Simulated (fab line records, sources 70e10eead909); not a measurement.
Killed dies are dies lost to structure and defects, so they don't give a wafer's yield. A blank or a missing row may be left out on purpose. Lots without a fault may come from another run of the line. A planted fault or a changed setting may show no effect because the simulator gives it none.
A struck lot beside a sound one | flow nand_harc | 41 steps out of a route of 1159
Sound: wafers L679.3, L679.5, L679.6. Struck: wafers L694.3, L694.4, L694.6. The cause comes at the end.
At each step with rows: each side's tool, then ch and its chambers, then its first start. Under that, the readings that differ: sound wafers | struck wafers | difference of the means | sigmas: that difference in standard deviations of wafers without a fault.
alike: readings whose means differ by less than 2 such deviations, and words and numbers that are the same on both sides. not compared: withheld readings, readings that some wafer has no value for, bounds like >300 that may hide the same value, and numbers for which the record gives no deviation and whose values overlap.
The two part at a step that has a row with sigmas, a row that says differs or no value, or rows on one side only. Numbers that don't overlap but have no deviation are shown without sigmas and don't part them. A reading that every wafer of one side lacks parts them only if that side has two wafers or more.

first, 1 step without rows for these wafers: NHARC_A_CONTACT_DEVELOP_07 (develop time 35 s).
NHARC_A_CONTACT_CD_MEAS_08: target cd 100 nm.
  sound on cd_sem-01 ch 0, day 17 17:08; struck on cd_sem-01 ch 0, day 21 11:08
  alike: cd_nm
NHARC_A_CONTACT_OVL_MEAS_09:
  sound on overlay-01, day 17 17:13; struck on overlay-02, day 21 11:13
  alike: overlay_x_nm, overlay_y_nm
NHARC_A_CONTACT_INSPECT_10:
  sound on defect_inspect-01, day 17 17:15; struck on defect_inspect-01, day 21 11:16
  reading          | sound    | struck   | difference | sigmas
  raw_defect_count | 10 16 12 | 54 43 45 | +35        | +2
then, 4 steps without rows for these wafers: NHARC_A_CONTACT_DESCUM_13 (chemistry O2, time 3 s); NHARC_A_CONTACT_ETCH_88 (etches the open film in CF4, target depth 39 nm, time 65 s); NHARC_A_CONTACT_ETCH_89 (etches the open film in N2/H2, target depth 260 nm, time 475.3 s); NHARC_A_CONTACT_ETCH_30 (etches the open film in CF4/CHF3, target depth 60.5 nm, time 30.2 s).
NHARC_A_CONTACT_ETCH_31: etches the open film in O2/COS, target depth 2000 nm, time 520 s.
  sound on rie_diel-02 ch 2,3; struck on rie_diel-06 ch 1,2,3
  alike: drypump_motor_current_A, o2_flow_sccm, oes_product_au, rf_vpp_V, showerhead_plenum_p_Torr, throttle_valve_pct
  not compared: rf_hours_counter_h
then, 1 step without rows for these wafers: NHARC_A_CONTACT_ETCH_134 (etches the open film in C4F8/O2/Ar, time 140 s, target depth 700 nm).
NHARC_A_CONTACT_ETCH_135: etches the open film in C4F8/O2/Ar, time 132 s, target depth 1287 nm.
  sound on har_cap_etch-03 ch 0,1, day 17 19:01; struck on har_cap_etch-01 ch 0,1, day 21 12:49
  not compared: rf_hours_counter_h
then, 1 step without rows for these wafers: NHARC_A_CONTACT_ETCH_136 (etches the open film in C4F8/O2/Ar, time 132 s, target depth 1287 nm).
NHARC_A_CONTACT_ETCH_137: etches the open film in C4F8/O2/Ar, time 132 s, target depth 1287 nm.
  sound on har_cap_etch-03 ch 0,1, day 17 19:15; struck on har_cap_etch-01 ch 0,1, day 21 13:03
  not compared: rf_hours_counter_h
then, 4 steps without rows for these wafers: NHARC_A_CONTACT_ETCH_138 (etches the open film in C4F8/O2/Ar, time 132 s, target depth 1289 nm); NHARC_A_CONTACT_ETCH_139 (etches the open film in C4F8/O2/Ar, time 137 s, target depth 590 nm); NHARC_A_CONTACT_ETCH_92 (etches the open film in CH3F/O2, target depth 40 nm, time 85.7 s); NHARC_A_CONTACT_ETCH_98 (etches the open film in C4F6/O2, target depth 20 nm, time 10 s).
NHARC_A_CONTACT_CD_MEAS_15:
  sound on cd_sem-01, day 17 20:04; struck on cd_sem-01, day 21 13:57
  alike: cd_nm
then, 3 steps without rows for these wafers: NHARC_A_CONTACT_STRIP_107 (strips in N2/H2); NHARC_A_CONTACT_STRIP_108 (strips in CF4/CHF3); NHARC_A_CONTACT_STRIP_109 (strips in O2/COS).
NHARC_A_CONTACT_ETCH_110: etches the open film in CF4/O2, target depth 50 nm, overetch 5 nm, time 27.5 s.
  sound on rie_diel-06 ch 2,3, day 17 20:21; struck on rie_diel-02 ch 0,2, day 21 14:14
  alike: drypump_motor_current_A, o2_flow_sccm, oes_product_au, rf_vpp_V, showerhead_plenum_p_Torr, throttle_valve_pct
  not compared: rf_hours_counter_h
then, 3 steps without rows for these wafers: NHARC_A_CONTACT_STRIP_26 (strips in O2); NHARC_A_CONTACT_STRIP_27 (strips in post etch residue remover, time 600 s); NHARC_A_CONTACT_ALD_18 (deposits TiN, target thk 3 nm, pulse time 1 s, ald cycles 150).
NHARC_A_CONTACT_CVD_19: deposits W, target thk 300 nm, time 802 s.
  sound on cvd_w-02 ch 0,1; struck on cvd_w-01 ch 0,1
  alike: heater_power_w, throttle_valve_pct
  not compared: since_wet_clean_h
NHARC_A_CONTACT_CMP_20: polishes, t overpolish 30 s, target thk 300 nm.
  sound on cmp-04 ch 2,3, day 18 07:07; struck on cmp-04 ch 0,1,2, day 21 19:20
  alike: motor_current_A, overpolish_run_s, time_to_endpoint_s
then, 11 steps without rows for these wafers: NHARC_A_CONTACT_SRD_22; NHARC_A_BLC_DEHYDRATE_00 (time 120 s); NHARC_A_BLC_HMDS_01 (time 30 s); NHARC_A_BLC_COAT_02 (time 75 s); NHARC_A_BLC_COAT_03 (time 65 s); NHARC_A_BLC_COAT_04 (resist thk 90 nm); NHARC_A_BLC_SOFTBAKE_05 (time 55 s); NHARC_A_BLC_EBR_06; NHARC_A_BLC_EXPOSE_07 (exposes mask A BLC, target cd 100 nm); NHARC_A_BLC_PEB_08 (peb time 65 s); NHARC_A_BLC_DEVELOP_09 (develop time 35 s).
NHARC_A_BLC_CD_MEAS_10: target cd 100 nm.
  sound on cd_sem-01 ch 0, day 18 07:53; struck on cd_sem-01 ch 0, day 21 20:11
  alike: cd_nm
NHARC_A_BLC_OVL_MEAS_11:
  sound on overlay-01, day 18 07:58; struck on overlay-01, day 21 20:17
  alike: overlay_x_nm, overlay_y_nm
NHARC_END_SORT_01:
  the record has rows for the struck wafers here (prober-01 ch 0, day 23 19:11) and none for the sound ones

WHERE THEY PART
First at NHARC_A_CONTACT_INSPECT_10; last, within this record, at NHARC_END_SORT_01.

WHY: what the simulator had put in
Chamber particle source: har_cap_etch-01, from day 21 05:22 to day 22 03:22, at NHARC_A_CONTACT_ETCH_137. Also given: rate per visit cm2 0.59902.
